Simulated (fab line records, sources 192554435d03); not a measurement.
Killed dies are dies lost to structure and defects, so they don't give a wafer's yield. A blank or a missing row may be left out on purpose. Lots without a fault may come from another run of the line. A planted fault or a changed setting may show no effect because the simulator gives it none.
Split-lot experiment | flow n5_finfet | 7 lots, 39 wafers read, on a route of 1938 steps

THE SPLIT
At N5_ZERO_LAYER_PECVD_02 (deposits SiO2 from SiH4/N2O, target thk 10 nm, time 6 s), the setting time_s was moved away from the recipe's 6 s on 12 of the 39 wafers read, by -44.6% to -23.3%. The other wafers ran this setting at the recipe's value.

The reading is taken at the split's own step.

THE READING
SiO2_of_ZERO_LAYER_PECVD_02.thk_nm (the simulator's own value, which no gauge read), in nm, at N5_ZERO_LAYER_PECVD_02 (deposits SiO2 from SiH4/N2O, target thk 10 nm, time 6 s). The file gives no usual value for it. The 27 wafers here that ran the recipe average 9.950 nm, standard deviation 0.15 nm.

wafer  | tool, chamber at the split | time_s as run, s | against the recipe | SiO2_of_ZERO_LAYER_PECVD_02.thk_nm, nm | against lot-mates on the recipe
L075.1 | pecvd-03, 1                | 3.866            | -35.6%             | 6.742                                  | -3.305
L075.2 | pecvd-03, 2,0              | 6                | recipe             | 10.04                                  | -
L075.4 | pecvd-03, 2,0              | 6                | recipe             | 10.04                                  | -
L075.3 | pecvd-03, 0                | 3.866            | -35.6%             | 6.235                                  | -3.812
L075.5 | pecvd-03, 2                | 6                | recipe             | 10.06                                  | -
L075.6 | pecvd-03, 1                | 3.866            | -35.6%             | 6.844                                  | -3.203
L076.1 | pecvd-03, 0                | 6                | recipe             | 9.855                                  | -
L076.2 | pecvd-03, 2                | 6                | recipe             | 9.932                                  | -
L076.3 | pecvd-03, 1                | 6                | recipe             | 10.17                                  | -
L076.4 | pecvd-03, 2                | 6                | recipe             | 10.05                                  | -
L076.5 | pecvd-03, 0                | 6                | recipe             | 10.06                                  | -
L076.6 | pecvd-03, 1                | 6                | recipe             | 10.39                                  | -
L078.1 | pecvd-02, 2                | 6                | recipe             | 9.698                                  | -
L078.2 | pecvd-02, 0                | 4.604            | -23.3%             | 7.188                                  | -2.547
L078.3 | pecvd-02, 1                | 4.604            | -23.3%             | 7.582                                  | -2.153
L078.4 | pecvd-02, 1                | 4.604            | -23.3%             | 7.556                                  | -2.179
L078.5 | pecvd-02, 0                | 6                | recipe             | 9.728                                  | -
L078.6 | pecvd-02, 2                | 6                | recipe             | 9.778                                  | -
L079.1 | pecvd-02, 2                | 3.612            | -39.8%             | 5.781                                  | -4.125
L079.2 | pecvd-02, 1                | 3.612            | -39.8%             | 5.751                                  | -4.155
L079.3 | pecvd-02, 0                | 3.612            | -39.8%             | 5.745                                  | -4.161
L079.4 | pecvd-02, 0                | 6                | recipe             | 9.843                                  | -
L079.5 | pecvd-02, 1                | 6                | recipe             | 9.933                                  | -
L079.6 | pecvd-02, 2                | 6                | recipe             | 9.943                                  | -
L081.1 | pecvd-02, 2                | 6                | recipe             | 9.751                                  | -
L081.2 | pecvd-02, 2                | 3.324            | -44.6%             | 5.523                                  | -4.390
L081.3 | pecvd-02, 2                | 3.324            | -44.6%             | 5.483                                  | -4.430
L081.4 | pecvd-02, 2                | 6                | recipe             | 10.02                                  | -
L081.5 | pecvd-02, 2                | 6                | recipe             | 9.969                                  | -
L081.6 | pecvd-02, 2                | 3.324            | -44.6%             | 5.652                                  | -4.261
L084.1 | pecvd-04, 0                | 6                | recipe             | 9.945                                  | -
L084.5 | pecvd-04, 1                | 6                | recipe             | 10.02                                  | -
L084.6 | pecvd-04, 2                | 6                | recipe             | 9.856                                  | -
L095.1 | pecvd-04, 0                | 6                | recipe             | 9.793                                  | -
L095.2 | pecvd-04, 2                | 6                | recipe             | 9.847                                  | -
L095.3 | pecvd-04, 1                | 6                | recipe             | 9.884                                  | -
L095.4 | pecvd-04, 2                | 6                | recipe             | 9.997                                  | -
L095.5 | pecvd-04, 0                | 6                | recipe             | 9.869                                  | -
L095.6 | pecvd-04, 1                | 6                | recipe             | 10.17                                  | -
Where a row lists several chambers, the file gives one row for several wafers and doesn't say which wafer went through which chamber.

THE FIT
A straight line over all 39 wafers: SiO2_of_ZERO_LAYER_PECVD_02.thk_nm changes by +0.1 nm for each +1% of time_s; r = +0.99; the points scatter about the line by 0.19 nm.
The same after taking each lot's own level away (the mean of its wafers on the recipe; 39 wafers): +0.0995 nm for each +1%; r = +1.00; scatter 0.15 nm.
On that fit, the largest move of time_s shifts the reading by 4.4 nm.
The lots' own levels span 9.7347 to 10.0762 nm, that is 2.3 times the standard deviation above.
So the lot-to-lot level changes the slope little: the two slopes agree.
Check: with one of the wafers moved furthest among these (-44.6%) left out of the fit, the line predicts -4.44 nm for it against its lot-mates. It came out at -4.39 nm against them.

THE FILE'S OWN FIT
SiO2_of_ZERO_LAYER_PECVD_02.thk_nm changes by +0.0995 nm for each +1% of time_s, r = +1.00.
